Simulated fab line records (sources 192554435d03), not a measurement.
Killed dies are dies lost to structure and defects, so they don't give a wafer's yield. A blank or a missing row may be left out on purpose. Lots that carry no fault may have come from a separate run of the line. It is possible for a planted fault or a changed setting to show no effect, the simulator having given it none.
One fault through the eyes of 2 desks -- flow n5 finfet -- every desk sees just its own numbers, and what lay behind them comes last

== THE DEFECT DESK ==
For each lot, the counts of the inspections along the route, averaged over the sampled wafers that have a number. Any lot whose mean is over 4 standard deviations away from the usual mean is out of limits and marked OUT; that distance is given in the brackets.
Columns: A = raw defect count at N5_WELL_APT_INSPECT_38, usual 14
lot,first seen here,A
L292,day 1 16:53,10
L293,day 1 22:56,10
L294,day 2 04:55,10
L296,day 2 16:47,15
L298,day 3 04:48,16
L300,day 3 16:40,12
L301,day 4 00:19,15
L304,day 4 17:07,14
L310,day 6 05:59,15
L313,day 6 22:33,23
L314,day 7 05:52,13
L315,day 7 11:02,11
This desk's verdict: no lot among the 12 shows anything out of limits.

== AT THE TOOL OWNER'S DESK: implanter-02 ==
For each lot that ran on this tool, the mean over its sampled wafers that have a number, from the tool's own readings at N5_WELL_APT_IMPLANT_14. Any lot whose mean is over 4 standard deviations away from the usual mean is out of limits and marked OUT; that distance is given in the brackets.
Columns: A = dose ions cm2 at N5_WELL_APT_IMPLANT_14, usual 1.5003e+13; B = faraday current uA at N5_WELL_APT_IMPLANT_14, usual 189
lot,first seen here,A,B
L292,day 1 14:05,1.5005e+13,187
L293,day 1 19:46,1.4992e+13,193
L294,day 2 02:05,1.5009e+13,189
L296,day 2 13:52,1.5004e+13,188
L298,day 3 02:02,1.5009e+13,189
L300,day 3 14:02,1.6550e+13 (+99 or more) OUT,211 (+6.4) OUT
L301,day 3 21:12,1.6551e+13 (+99 or more) OUT,209 (+5.8) OUT
L304,day 4 13:55,1.6569e+13 (+99 or more) OUT,208 (+5.5) OUT
L315,day 7 08:04,1.4992e+13,192
This desk's finding: out of limits on L300, L301, L304; first on L300, day 3 14:02 (dose ions cm2 at N5_WELL_APT_IMPLANT_14). In limits: L292, L293, L294, L296, L298, L315.

== PUT TOGETHER ==
On L300, L301, L304, at day 3 14:02, an alarm was possible from the tool owner's desk.
Nothing out of limits was seen by the defect desk.
The defect desk has L300, L301, L304 on record, within its limits.
Of the lots named, all ran N5_WELL_APT_IMPLANT_14 on implanter-02.

== WHAT HAD BEEN PUT IN BY THE SIMULATOR ==
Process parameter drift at N5_WELL_APT_IMPLANT_14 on implanter-02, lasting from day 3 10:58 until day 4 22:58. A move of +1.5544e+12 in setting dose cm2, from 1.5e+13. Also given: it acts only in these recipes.
Shown lots that were struck: L300, L301, L304.
Delay in hours, fault start to first out-of-limits reading, by desk: the tool owner's desk at 3.
